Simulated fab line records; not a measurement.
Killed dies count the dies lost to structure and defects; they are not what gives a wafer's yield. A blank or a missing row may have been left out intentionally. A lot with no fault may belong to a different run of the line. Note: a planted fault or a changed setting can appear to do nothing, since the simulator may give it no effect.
What tool caused it? | flow n5Finfet | at 1 step of a route of 1938, 24 lots with 72 wafers sampled

== WHAT THE GAUGES READ, wafer by wafer ==
N5_BEOL_M10_CD_MEAS_11 targets a cd of 64.1 nm.
lot  | measured     | on       | cdNm (nm)
L074 | day 9 19:35  | cdSem-01 | 64.0 63.7 64.2
L076 | day 9 19:47  | cdSem-02 | 63.9 63.1 63.0
L075 | day 10 04:26 | cdSem-01 | 64.0 64.1 64.0
L077 | day 10 07:56 | cdSem-03 | 64.1 63.5 63.6
L078 | day 10 08:06 | cdSem-01 | 63.3 63.7 63.6
L079 | day 11 02:28 | cdSem-02 | 65.2 64.4 64.3
L080 | day 11 12:24 | cdSem-01 | 64.5 63.2 64.4
L081 | day 11 21:28 | cdSem-02 | 62.7 64.2 64.2
L082 | day 11 21:30 | cdSem-01 | 64.0 64.4 64.4
L084 | day 12 15:34 | cdSem-02 | 64.2 63.3 64.2
L083 | day 12 15:49 | cdSem-03 | 64.3 65.2 64.0
L086 | day 13 01:13 | cdSem-01 | 64.5 64.1 64.8
L085 | day 13 02:54 | cdSem-01 | 64.3 63.6 64.0
L087 | day 13 07:16 | cdSem-02 | 63.2 63.9 64.3
L088 | day 13 08:23 | cdSem-03 | 65.0 63.8 63.7
L089 | day 13 15:41 | cdSem-02 | 63.2 64.6 63.5
L091 | day 14 07:28 | cdSem-02 | 63.4 63.9 64.8
L090 | day 14 08:37 | cdSem-02 | 63.6 63.9 64.4
L092 | day 14 15:17 | cdSem-02 | 64.4 64.7 64.1
L093 | day 15 05:19 | cdSem-02 | 63.8 63.4 64.4
L096 | day 15 09:09 | cdSem-01 | 64.0 65.0 64.8
L095 | day 15 17:16 | cdSem-03 | 63.8 63.8 64.2
L094 | day 15 17:21 | cdSem-01 | 62.8 62.7 63.2
L097 | day 16 12:12 | cdSem-02 | 64.1 64.1 64.5

== WHAT TOOL EACH LOT RAN ON (gives the tool, then ch and the chambers of the sampled wafers, and finally the start) ==
Record: no process step prior to these readings.

== AS READ BY THE TOOLS THEMSELVES (means over the sampled wafers that have a number; for cases with no such wafer, the mark the record gives instead) ==
The record holds no such reading with a usual standard deviation.

== THE ANSWER, worked out from the rows above alone ==
Rule: usual is defined by the lots themselves. The widest of any qualifying gaps counts: lots, ordered by their means at a reading, are off when they make up no more than a third of the lots, leave a main group of 4 or more, and stand apart from it by 3 or more times the standard deviation of that group's means. If all means in a main group match to the digits the tables above print for the reading, that group is not used. Also off: a lot with no number at a reading for which 4 or more lots have one. All remaining lots with rows at the step are treated as sound. First the gauges in route order, then the tools' own readings, where a lot's mean is used as printed above. The first step at which some lot is off is used, and at that step the reading that is off furthest; a lot without a number counts as furthest.
No lot is off on any of the readings shown, so nothing can be concluded from this.

== WHAT THE SIMULATOR PUT IN ==
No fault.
